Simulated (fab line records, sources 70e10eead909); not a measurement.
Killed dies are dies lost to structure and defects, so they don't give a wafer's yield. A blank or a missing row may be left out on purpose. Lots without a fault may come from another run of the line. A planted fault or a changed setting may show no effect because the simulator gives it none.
Which tool did it? | flow nand_harc | 24 lots, 72 wafers sampled, at 5 steps of a route of 1302

WHAT THE GAUGES READ, wafer by wafer
NHARC_P_M0_INSPECT_11. Usual: raw_defect_count 4.3, standard deviation 2.3.
lot  | measured     | on                | raw_defect_count | flag
L074 | day 6 04:22  | defect_inspect-02 | 2 4 3            |
L075 | day 6 07:23  | defect_inspect-02 | 2 4 5            |
L076 | day 6 17:53  | defect_inspect-02 | 10 10 8          |
L077 | day 7 11:47  | defect_inspect-01 | 8 5 7            |
L078 | day 7 16:52  | defect_inspect-02 | 3 1 7            |
L079 | day 7 22:04  | defect_inspect-02 | 4 3 4            |
L080 | day 8 14:29  | defect_inspect-02 | 0 1 4            |
L081 | day 9 00:52  | defect_inspect-01 | 0 3 3            |
L082 | day 9 13:24  | defect_inspect-02 | 10 5 4           |
L083 | day 9 19:02  | defect_inspect-01 | 4 4 8            |
L084 | day 10 07:23 | defect_inspect-02 | 5 5 6            |
L085 | day 11 01:00 | defect_inspect-01 | 4 0 5            |
L086 | day 11 03:59 | defect_inspect-02 | 5 7 3            |
L087 | day 11 10:56 | defect_inspect-02 | 7 2 3            |
L088 | day 12 03:56 | defect_inspect-02 | 4 5 6            |
L089 | day 12 04:29 | defect_inspect-02 | 1 2 3            |
L090 | day 12 23:30 | defect_inspect-02 | 2 5 1            |
L091 | day 13 02:57 | defect_inspect-02 | 2 4 5            |
L092 | day 13 11:29 | defect_inspect-02 | 1 2 1            |
L093 | day 14 01:02 | defect_inspect-01 | 6 3 6            |
L094 | day 14 17:07 | defect_inspect-01 | 11 4 6           |
L095 | day 15 06:13 | defect_inspect-01 | 2 2 5            |
L096 | day 15 08:57 | defect_inspect-01 | 4 6 3            |
L097 | day 15 16:04 | defect_inspect-02 | 4 3 3            |

NHARC_P_M2_INSPECT_11. Usual: raw_defect_count 4.6, standard deviation 2.4.
lot  | measured     | on                | raw_defect_count | flag
L074 | day 6 12:33  | defect_inspect-02 | 2 3 6            |
L075 | day 6 15:43  | defect_inspect-01 | 5 5 4            |
L076 | day 7 02:11  | defect_inspect-02 | 7 11 9           |
L077 | day 7 20:01  | defect_inspect-01 | 6 4 6            |
L078 | day 8 01:14  | defect_inspect-02 | 3 3 5            |
L079 | day 8 06:17  | defect_inspect-02 | 6 4 4            |
L080 | day 8 22:35  | defect_inspect-01 | 2 2 1            |
L081 | day 9 09:02  | defect_inspect-02 | 7 9 6            |
L082 | day 9 21:38  | defect_inspect-01 | 7 7 2            |
L083 | day 10 03:17 | defect_inspect-01 | 3 4 5            |
L084 | day 10 16:05 | defect_inspect-02 | 4 6 3            |
L085 | day 11 09:14 | defect_inspect-02 | 3 2 3            |
L086 | day 11 12:40 | defect_inspect-01 | 6 7 4            |
L087 | day 11 19:08 | defect_inspect-02 | 7 8 2            |
L088 | day 12 12:10 | defect_inspect-01 | 5 0 7            |
L089 | day 12 12:43 | defect_inspect-01 | 2 4 1            |
L090 | day 13 07:50 | defect_inspect-02 | 3 4 2            |
L091 | day 13 11:01 | defect_inspect-02 | 3 4 13           |
L092 | day 13 21:01 | defect_inspect-01 | 1 4 1            |
L093 | day 14 09:16 | defect_inspect-01 | 8 7 5            |
L094 | day 15 02:32 | defect_inspect-01 | 11 6 5           |
L095 | day 15 14:21 | defect_inspect-02 | 2 2 8            |
L096 | day 15 17:05 | defect_inspect-01 | 3 6 2            |
L097 | day 16 00:25 | defect_inspect-02 | 3 5 3            |

WHICH TOOL RAN EACH LOT (tool, then ch and the chambers of the sampled wafers, then the start)
lot  | NHARC_P_CONTACT_DESCUM_17          | NHARC_P_M1_ANNEAL_31             | NHARC_P_M1_CMP_23
L074 | rie_diel-01 ch 0,1, day 6 00:14    | rtp_anneal-01 ch 0, day 6 10:13  | cmp-04 ch 0,1, day 6 10:34
L075 | rie_diel-06 ch 1,2,3, day 6 03:17  | rtp_anneal-02 ch 0, day 6 13:11  | cmp-04 ch 0,1,3, day 6 13:51
L076 | rie_diel-05 ch 0,1,3, day 6 13:36  | rtp_anneal-02 ch 0, day 6 23:51  | cmp-03 ch 1,3, day 7 00:12
L077 | rie_diel-06 ch 1,2,3, day 7 07:47  | rtp_anneal-02 ch 0, day 7 17:54  | cmp-03 ch 1,2,3, day 7 18:14
L078 | rie_diel-06 ch 1,3, day 7 12:45    | rtp_anneal-02 ch 0, day 7 23:09  | cmp-03 ch 0,1,3, day 7 23:25
L079 | rie_diel-06 ch 1,3, day 7 17:50    | rtp_anneal-02 ch 0, day 8 04:05  | cmp-04 ch 0,3, day 8 04:25
L080 | rie_diel-05 ch 0,2, day 8 09:56    | rtp_anneal-01 ch 0, day 8 20:17  | cmp-02 ch 2,3, day 8 20:35
L081 | rie_diel-06 ch 0,2, day 8 20:21    | rtp_anneal-02 ch 0, day 9 06:49  | cmp-04 ch 1,3, day 9 07:04
L082 | rie_diel-01 ch 1,2, day 9 09:17    | rtp_anneal-01 ch 0, day 9 19:24  | cmp-03 ch 1,2, day 9 19:38
L083 | rie_diel-05 ch 1,2,3, day 9 14:56  | rtp_anneal-01 ch 0, day 10 00:55 | cmp-04 ch 1,2,3, day 10 01:16
L084 | rie_diel-06 ch 0,2, day 10 03:15   | rtp_anneal-02 ch 0, day 10 13:47 | cmp-02 ch 0,3, day 10 14:05
L085 | rie_diel-01 ch 0,3, day 10 20:29   | rtp_anneal-01 ch 0, day 11 07:02 | cmp-03 ch 0,1, day 11 07:14
L086 | rie_diel-01 ch 0,1,2, day 11 00:01 | rtp_anneal-01 ch 0, day 11 10:24 | cmp-04 ch 0,1,2, day 11 10:45
L087 | rie_diel-01 ch 0,1,3, day 11 06:41 | rtp_anneal-02 ch 0, day 11 16:50 | cmp-02 ch 0,1,3, day 11 17:08
L088 | rie_diel-05 ch 0,1,2, day 11 23:52 | rtp_anneal-02 ch 0, day 12 09:56 | cmp-03 ch 1,3, day 12 10:11
L089 | rie_diel-01 ch 0,3, day 12 00:24   | rtp_anneal-01 ch 0, day 12 10:28 | cmp-02 ch 1,2, day 12 10:42
L090 | rie_diel-06 ch 0,1, day 12 19:23   | rtp_anneal-02 ch 0, day 13 05:33 | cmp-02 ch 2,3, day 13 05:51
L091 | rie_diel-01 ch 1,3, day 12 22:47   | rtp_anneal-02 ch 0, day 13 08:41 | cmp-02 ch 1,3, day 13 09:02
L092 | rie_diel-05 ch 0,2, day 13 07:23   | rtp_anneal-01 ch 0, day 13 17:34 | cmp-02 ch 2,3, day 13 17:49
L093 | rie_diel-05 ch 1,2,3, day 13 20:50 | rtp_anneal-01 ch 0, day 14 06:59 | cmp-03 ch 0,1,3, day 14 07:17
L094 | rie_diel-01 ch 0,2,3, day 14 12:54 | rtp_anneal-01 ch 0, day 15 00:29 | cmp-03 ch 0,1,2, day 15 00:45
L095 | rie_diel-01 ch 0,3, day 15 01:59   | rtp_anneal-01 ch 0, day 15 12:11 | cmp-04 ch 0,1,3, day 15 12:32
L096 | rie_diel-05 ch 1,2, day 15 04:50   | rtp_anneal-02 ch 0, day 15 14:52 | cmp-02 ch 0,1,2, day 15 15:15
L097 | rie_diel-06 ch 0,1, day 15 12:05   | rtp_anneal-01 ch 0, day 15 22:03 | cmp-02 ch 1,2,3, day 15 22:27
- NHARC_P_CONTACT_DESCUM_17: chemistry O2, time 3 s.
- NHARC_P_M1_ANNEAL_31: time 90 s.
- NHARC_P_M1_CMP_23: polishes, t overpolish 20 s, target thk 157.82 nm.

WHAT THE TOOLS THEMSELVES READ (means of the sampled wafers that have a number; where no wafer has one, the mark that the record gives instead)
NHARC_P_CONTACT_DESCUM_17. Usual: drypump_motor_current_A 5.5 A, standard deviation 0.44; oes_product_au 1.001 a.u., standard deviation 0.01; rf_vpp_V 57.7 V, standard deviation 0.92; showerhead_plenum_p_Torr 1.91 Torr, standard deviation 0.096; throttle_valve_pct 11.311 %, standard deviation 0.01.
lot  | tool        | drypump_motor_current_A (A) | oes_product_au (a.u.) | rf_vpp_V (V) | showerhead_plenum_p_Torr (Torr) | throttle_valve_pct (%) | flag
L074 | rie_diel-01 | 5.2                         | 1.004                 | 57.7         | 1.83                            | 11.319                 |
L075 | rie_diel-06 | 5.6                         | 0.994                 | 58.0         | 1.99                            | 11.319                 |
L076 | rie_diel-05 | 5.4                         | 1.006                 | 57.1         | 1.87                            | 11.308                 |
L077 | rie_diel-06 | 5.5                         | 0.996                 | 57.7         | 1.99                            | 11.308                 |
L078 | rie_diel-06 | 5.9                         | 0.996                 | 58.3         | 1.93                            | 11.311                 |
L079 | rie_diel-06 | 5.8                         | 0.995                 | 58.1         | 1.93                            | 11.311                 |
L080 | rie_diel-05 | 5.3                         | 1.010                 | 57.6         | 1.83                            | 11.306                 |
L081 | rie_diel-06 | 5.5                         | 0.986                 | 57.3         | 2.00                            | 11.316                 |
L082 | rie_diel-01 | 5.3                         | 1.006                 | 58.6         | 1.87                            | 11.315                 |
L083 | rie_diel-05 | 5.6                         | 1.000                 | 57.3         | 1.87                            | 11.312                 |
L084 | rie_diel-06 | 5.5                         | 0.991                 | 58.5         | 2.00                            | 11.306                 |
L085 | rie_diel-01 | 5.5                         | 1.015                 | 57.6         | 1.83                            | 11.300                 |
L086 | rie_diel-01 | 5.4                         | 1.011                 | 57.7         | 1.89                            | 11.314                 |
L087 | rie_diel-01 | 5.4                         | 0.999                 | 57.8         | 1.81                            | 11.305                 |
L088 | rie_diel-05 | 5.6                         | 1.007                 | 56.7         | 1.84                            | 11.318                 |
L089 | rie_diel-01 | 5.8                         | 1.006                 | 56.5         | 1.82                            | 11.319                 |
L090 | rie_diel-06 | 5.8                         | 0.993                 | 58.6         | 1.90                            | 11.311                 |
L091 | rie_diel-01 | 5.5                         | 1.000                 | 56.5         | 1.79                            | 11.313                 |
L092 | rie_diel-05 | 5.2                         | 0.997                 | 56.8         | 1.83                            | 11.308                 |
L093 | rie_diel-05 | 5.6                         | 1.007                 | 57.6         | 1.87                            | 11.304                 |
L094 | rie_diel-01 | 5.7                         | 1.011                 | 58.1         | 1.90                            | 11.315                 |
L095 | rie_diel-01 | 5.5                         | 1.011                 | 57.6         | 1.83                            | 11.316                 |
L096 | rie_diel-05 | 5.9                         | 1.003                 | 57.2         | 1.84                            | 11.314                 |
L097 | rie_diel-06 | 5.7                         | 0.988                 | 57.7         | 1.94                            | 11.324                 |

NHARC_P_M1_ANNEAL_31. Usual: anneal_temp_c_max 226.8, standard deviation 0.37; wafer_temp_C_max 226.02, standard deviation 0.24.
lot  | tool          | anneal_temp_c_max | wafer_temp_C_max | flag
L074 | rtp_anneal-01 | 226.9             | 225.97           |
L075 | rtp_anneal-02 | 226.8             | 225.82           |
L076 | rtp_anneal-02 | 226.8             | 225.99           |
L077 | rtp_anneal-02 | 227.2             | 225.80           |
L078 | rtp_anneal-02 | 227.0             | 226.03           |
L079 | rtp_anneal-02 | 227.1             | 225.86           |
L080 | rtp_anneal-01 | 226.7             | 225.90           |
L081 | rtp_anneal-02 | 227.1             | 226.15           |
L082 | rtp_anneal-01 | 226.3             | 226.21           |
L083 | rtp_anneal-01 | 226.7             | 225.90           |
L084 | rtp_anneal-02 | 226.8             | 225.98           |
L085 | rtp_anneal-01 | 226.8             | 225.93           |
L086 | rtp_anneal-01 | 227.0             | 225.97           |
L087 | rtp_anneal-02 | 227.5             | 226.18           |
L088 | rtp_anneal-02 | 227.0             | 226.13           |
L089 | rtp_anneal-01 | 226.5             | 225.88           |
L090 | rtp_anneal-02 | 227.0             | 225.90           |
L091 | rtp_anneal-02 | 226.7             | 225.83           |
L092 | rtp_anneal-01 | 226.9             | 226.32           |
L093 | rtp_anneal-01 | 226.8             | 225.89           |
L094 | rtp_anneal-01 | 226.9             | 226.16           |
L095 | rtp_anneal-01 | 226.6             | 226.48           |
L096 | rtp_anneal-02 | 227.0             | 225.77           |
L097 | rtp_anneal-01 | 227.0             | 226.21           |

NHARC_P_M1_CMP_23. Usual: motor_current_A 11.8 A, standard deviation 1; time_to_endpoint_s 29 s, standard deviation 3.2.
lot  | tool   | motor_current_A (A) | time_to_endpoint_s (s) | flag
L074 | cmp-04 | 10.3                | 28                     |
L075 | cmp-04 | 11.4                | 27                     |
L076 | cmp-03 | 12.2                | 28                     |
L077 | cmp-03 | 12.5                | 30                     |
L078 | cmp-03 | 11.5                | 28                     |
L079 | cmp-04 | 12.3                | 30                     |
L080 | cmp-02 | 12.2                | 31                     |
L081 | cmp-04 | 10.6                | 28                     |
L082 | cmp-03 | 11.7                | 28                     |
L083 | cmp-04 | 11.9                | 29                     |
L084 | cmp-02 | 12.3                | 21                     |
L085 | cmp-03 | 10.8                | 27                     |
L086 | cmp-04 | 11.6                | 26                     |
L087 | cmp-02 | 11.7                | 28                     |
L088 | cmp-03 | 12.1                | 28                     |
L089 | cmp-02 | 12.7                | 33                     |
L090 | cmp-02 | 11.5                | 26                     |
L091 | cmp-02 | 10.8                | 29                     |
L092 | cmp-02 | 11.4                | 31                     |
L093 | cmp-03 | 11.6                | 25                     |
L094 | cmp-03 | 11.7                | 27                     |
L095 | cmp-04 | 11.3                | 33                     |
L096 | cmp-02 | 12.3                | 32                     |
L097 | cmp-02 | 11.7                | 28                     |

THE ANSWER, worked out from the rows above alone
Rule: a lot is off if the mean of its wafers that have a number lies more than 3 standard deviations from the usual mean. A lot without any number at a reading at which 4 lots or more have one is off too. The other lots that the step has rows for count as sound. The gauges are gone through in route order, then the tools' own readings, and for those a lot's mean is taken as printed above. The first step at which some lot is off is used, and at that step the reading that is off furthest; a lot without a number counts as furthest.
No lot is off at any reading shown: from this, nothing can be told.

WHAT THE SIMULATOR HAD PUT IN
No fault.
